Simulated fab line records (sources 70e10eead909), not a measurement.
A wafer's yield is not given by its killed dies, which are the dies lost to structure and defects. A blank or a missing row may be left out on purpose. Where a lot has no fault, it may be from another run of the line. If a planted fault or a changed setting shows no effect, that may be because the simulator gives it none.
Matching of chambers	flow nand_harc	NHARC_A_M1_PRE_CLEAN_32 on pecvd-03 has 3 sister chambers
The step time 12 s. 3 wafers are shown with their chamber, then 8 later ones without.

WAFERS, EACH WITH ITS CHAMBER
wafer	chamber	heater_power_w (W)
L086.2	1	712
L086.6	2	709
L087.2	0	613

WAFERS WHOSE CHAMBER IS MISSING
wafer	heater_power_w (W)
L087.5	694
L087.6	638
L092.1	699
L092.5	692
L092.6	671
L093.1	667
L093.3	672
L093.6	667

THE CHAMBER EACH PASSED THROUGH
wafer	from the rows above	in truth
L087.5	can't be placed: 2 or 1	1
L087.6	can't be placed: 0 or 2 or 1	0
L092.1	can't be placed: 2 or 1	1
L092.5	can't be placed: 2 or 1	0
L092.6	can't be placed: 2 or 1 or 0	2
L093.1	can't be placed: 2 or 1 or 0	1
L093.3	can't be placed: 2 or 1 or 0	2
L093.6	can't be placed: 2 or 1 or 0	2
Placed correctly: 0 of 8. Unplaceable from these rows: 8, with the true chamber sitting among the candidates in 7. Placed wrongly: 0.
How it was worked out, from the rows above alone: a wafer's distance from a chamber is the root of the sum, over the readings, of the square of ((its reading less the chamber's mean) divided by the reading's scatter). The wafer belongs to the nearest chamber; if the next one is less than 2 further off, it can't be placed. The mean given for a chamber averages the wafers shown for that chamber. The scatter: with one shown wafer a chamber, the root of the mean of the squares of how far each hidden wafer lies from its nearest shown one.
